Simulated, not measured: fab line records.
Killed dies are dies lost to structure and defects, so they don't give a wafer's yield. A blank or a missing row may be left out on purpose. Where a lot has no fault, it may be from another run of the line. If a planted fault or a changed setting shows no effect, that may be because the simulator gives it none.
Split-lot trial / flow n5_finfet / route with 1938 steps; 7 lots, 21 wafers read

== THE SPLIT ITSELF ==
At N5_BEOL_M7_TRENCH_ETCH_37 (etches SiCOH lowk in C4F6/O2, target depth 93.478 nm, time 31.2 s), the setting source_w was moved away from the recipe's 345 W on 9 of the 21 wafers read, by -15.4% to +17.8%. All remaining wafers had this setting at the recipe value.

== FROM THE SPLIT TO THE READING: what the file shows between them, 2 steps ==
- N5_BEOL_M7_ETCH_41: etches SiCN in CH3F/O2, target depth 31.9 nm, time 57.8 s (also split here: source_w)
- N5_BEOL_M7_STRIP_80: strips in N2/H2, time 10 s

== THE READING ==
trench_depth_nm, in nm, at N5_BEOL_M7_OCD_MEAS_38. A value of 92.7 nm with a standard deviation of 1.6 nm is what fault-free wafers of this fab line usually give.

wafer=L076.1; tool, chamber at the split=rie_diel-04, 2; source_w as run, W=406.5; against the recipe=+17.8%; trench_depth_nm, nm=99.7; against lot-mates on the recipe=+7.2
wafer=L076.2; tool, chamber at the split=rie_diel-04, 3; source_w as run, W=345; against the recipe=recipe; trench_depth_nm, nm=92.5; against lot-mates on the recipe=-
wafer=L076.5; tool, chamber at the split=rie_diel-04, 1; source_w as run, W=406.5; against the recipe=+17.8%; trench_depth_nm, nm=98.4; against lot-mates on the recipe=+5.9
wafer=L074.2; tool, chamber at the split=rie_diel-04, 2; source_w as run, W=398.7; against the recipe=+15.6%; trench_depth_nm, nm=98.2; against lot-mates on the recipe=+6.9
wafer=L074.3; tool, chamber at the split=rie_diel-04, 1; source_w as run, W=345; against the recipe=recipe; trench_depth_nm, nm=91.3; against lot-mates on the recipe=-
wafer=L074.6; tool, chamber at the split=rie_diel-04, 3; source_w as run, W=398.7; against the recipe=+15.6%; trench_depth_nm, nm=97.3; against lot-mates on the recipe=+6.0
wafer=L083.2; tool, chamber at the split=rie_diel-05, 0; source_w as run, W=345; against the recipe=recipe; trench_depth_nm, nm=94.0; against lot-mates on the recipe=-
wafer=L083.3; tool, chamber at the split=rie_diel-05, 1; source_w as run, W=345; against the recipe=recipe; trench_depth_nm, nm=93.0; against lot-mates on the recipe=-
wafer=L083.5; tool, chamber at the split=rie_diel-05, 2; source_w as run, W=345; against the recipe=recipe; trench_depth_nm, nm=92.9; against lot-mates on the recipe=-
wafer=L084.1; tool, chamber at the split=rie_diel-04, 1; source_w as run, W=317.5; against the recipe=-8.0%; trench_depth_nm, nm=90.9; against lot-mates on the recipe=-1.4
wafer=L084.3; tool, chamber at the split=rie_diel-04, 3; source_w as run, W=345; against the recipe=recipe; trench_depth_nm, nm=91.3; against lot-mates on the recipe=-
wafer=L084.6; tool, chamber at the split=rie_diel-04, 0; source_w as run, W=345; against the recipe=recipe; trench_depth_nm, nm=93.3; against lot-mates on the recipe=-
wafer=L092.1; tool, chamber at the split=rie_diel-04, 2; source_w as run, W=396.6; against the recipe=+15.0%; trench_depth_nm, nm=101.8; against lot-mates on the recipe=+8.3
wafer=L092.4; tool, chamber at the split=rie_diel-04, 3; source_w as run, W=345; against the recipe=recipe; trench_depth_nm, nm=93.5; against lot-mates on the recipe=-
wafer=L092.6; tool, chamber at the split=rie_diel-04, 2; source_w as run, W=396.6; against the recipe=+15.0%; trench_depth_nm, nm=101.2; against lot-mates on the recipe=+7.7
wafer=L095.1; tool, chamber at the split=rie_diel-05, 2; source_w as run, W=292; against the recipe=-15.4%; trench_depth_nm, nm=86.8; against lot-mates on the recipe=-4.6
wafer=L095.2; tool, chamber at the split=rie_diel-05, 1; source_w as run, W=345; against the recipe=recipe; trench_depth_nm, nm=90.8; against lot-mates on the recipe=-
wafer=L095.4; tool, chamber at the split=rie_diel-05, 3; source_w as run, W=345; against the recipe=recipe; trench_depth_nm, nm=92.1; against lot-mates on the recipe=-
wafer=L094.1; tool, chamber at the split=rie_diel-04, 2; source_w as run, W=305.6; against the recipe=-11.4%; trench_depth_nm, nm=91.6; against lot-mates on the recipe=-2.0
wafer=L094.3; tool, chamber at the split=rie_diel-04, 0; source_w as run, W=345; against the recipe=recipe; trench_depth_nm, nm=93.6; against lot-mates on the recipe=-
wafer=L094.5; tool, chamber at the split=rie_diel-04, 0; source_w as run, W=345; against the recipe=recipe; trench_depth_nm, nm=93.5; against lot-mates on the recipe=-

FIT RESULTS
A straight line over all 21 wafers: trench_depth_nm changes by +0.371 nm for each +1% of source_w; r = +0.92; the points scatter about the line by 1.5 nm.
The same after taking each lot's own level away (the mean of its wafers on the recipe; 21 wafers): +0.374 nm for each +1%; r = +0.96; scatter 1 nm.
Per that fit: largest source_w move, reading shift of 6.7 nm.
Measured against the standard deviation above, the lots' own levels, which go from 91.30 to 93.55 nm, span 1.4 times it.
Consequently the slope shifts little with the lot-to-lot level, the two slopes agreeing.
Check: with one of the wafers moved furthest among these (+17.8%) left out of the fit, the line predicts +7.17 nm for it against its lot-mates. It came out at +7.2 nm against them.
Tool readings at the split's step, against how far the setting was moved: rf_vpp_V r = -0.93.

== OTHER SPLITS ON THESE WAFERS ==
These wafers also went through other splits before the reading. Each is held against what the fit with the lots' levels taken away leaves over:
other split on the same wafers=N5_BEOL_M6_EXPOSE_25 dose_mj; wafers away from the commonest value=9; r with trench_depth_nm (lot level and that fit taken away)=-0.01
other split on the same wafers=N5_BEOL_M7_ETCH_41 source_w; wafers away from the commonest value=7; r with trench_depth_nm (lot level and that fit taken away)=-0.05

== THE WHOLE CHAIN: every reading that the file lists as answering this split, in the file's order ==
step=N5_BEOL_M7_TRENCH_ETCH_37; what it does=etches SiCOH lowk in C4F6/O2, target depth 93.478 nm, time 31.2 s; reading=rf_vpp_V; change (the file's fit)=-2.72 V for each +1% of the setting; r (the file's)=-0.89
step=N5_BEOL_M7_TRENCH_ETCH_37; what it does=etches SiCOH lowk in C4F6/O2, target depth 93.478 nm, time 31.2 s; reading=BEOL_M7.feature_depth_nm (the simulator's own value, which no gauge read); change (the file's fit)=+0.365 nm for each +1% of the setting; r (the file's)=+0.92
step=N5_BEOL_M7_TRENCH_ETCH_37; what it does=etches SiCOH lowk in C4F6/O2, target depth 93.478 nm, time 31.2 s; reading=etch.depth_nm (the simulator's own value, which no gauge read); change (the file's fit)=+0.361 nm for each +1% of the setting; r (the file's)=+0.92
step=N5_BEOL_M7_OCD_MEAS_38; what it does=; reading=trench_depth_nm; change (the file's fit)=+0.363 nm for each +1% of the setting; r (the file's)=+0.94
step=N5_BEOL_M7_CMP_52; what it does=polishes, stops on SiCOH lowk, t overpolish 6.9 s, target thk 80 nm; reading=Cu_of_BEOL_M7_ECD_50.thk_nm (the simulator's own value, which no gauge read); change (the file's fit)=+0.345 nm for each +1% of the setting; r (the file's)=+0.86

== FILE'S OWN FIT ==
trench_depth_nm changes by +0.363 nm for each +1% of source_w, r = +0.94.
